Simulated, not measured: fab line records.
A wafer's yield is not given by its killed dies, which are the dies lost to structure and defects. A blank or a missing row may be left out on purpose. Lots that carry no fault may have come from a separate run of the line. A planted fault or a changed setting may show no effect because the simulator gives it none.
Matching of chambers ; flow n5 finfet ; N5_BEOL_M10_CURE_72 on uv cure-03 has 3 sister chambers
The step cures SiCOH lowk, time 120 s. 20 wafers are shown with their chamber, then 10 later ones without.

== WAFERS PAIRED WITH THEIR CHAMBERS ==
wafer;chamber;wafer_temp_C_max;lamp power pct (%)
L074.1;1;371.5;52.36
L074.2;1;371.5;52.33
L074.6;1;371.9;52.22
L074.3;1;370.8;52.31
L074.4;1;371.6;52.36
L074.5;1;371.3;52.30
L078.1;1;371.4;52.37
L078.2;1;371.3;52.22
L078.4;1;371.5;52.19
L080.1;0;372.1;52.30
L080.3;0;372.4;52.31
L080.4;0;373.0;52.37
L080.2;0;373.3;52.28
L080.5;0;372.1;52.31
L080.6;0;372.9;52.34
L083.1;1;370.9;52.33
L083.2;1;371.2;52.35
L083.5;1;370.7;52.31
L084.1;2;372.4;52.29
L084.4;2;371.6;52.34

SIGNATURES (averages over the wafers above)
reading;chamber 0;chamber 1;chamber 2;scatter within a chamber
wafer_temp_C_max;372.633;371.300;372.000;0.417
lamp power pct;52.3183;52.3042;52.3150;0.0529
Rule: a wafer's distance from a chamber is the root of the sum, over the readings, of the square of ((its reading less the chamber's mean) divided by the reading's scatter). If the next closest chamber is less than 2 further off than the closest, the wafer can't be placed; otherwise it belongs to the closest. The scatter: take each reading less its chamber's mean, square it, sum over the shown wafers, divide by the number of wafers less the number of chambers, and take the root.

== WAFERS WITH NO CHAMBER GIVEN ==
wafer;wafer_temp_C_max;lamp power pct (%)
L084.5;372.5;52.30
L082.2;372.8;52.35
L082.3;373.5;52.29
L082.4;373.0;52.35
L087.1;372.8;52.26
L087.3;372.4;52.25
L087.6;372.5;52.30
L087.2;373.4;52.32
L087.4;372.5;52.34
L087.5;372.8;52.32

== EACH ONE'S CHAMBER ==
wafer;from the rows above;in truth
L084.5;can't be placed: 0 or 2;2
L082.2;can't be placed: 0 or 2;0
L082.3;can't be placed: 0 or 2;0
L082.4;can't be placed: 0 or 2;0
L087.1;can't be placed: 0 or 2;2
L087.3;can't be placed: 0 or 2 or 1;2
L087.6;can't be placed: 0 or 2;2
L087.2;can't be placed: 0 or 2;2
L087.4;can't be placed: 0 or 2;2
L087.5;can't be placed: 0 or 2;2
Placed correctly: 0 of 10. Cannot be placed on the basis of these rows: 10; the candidates contain the true chamber in 10. Placed wrongly: 0.
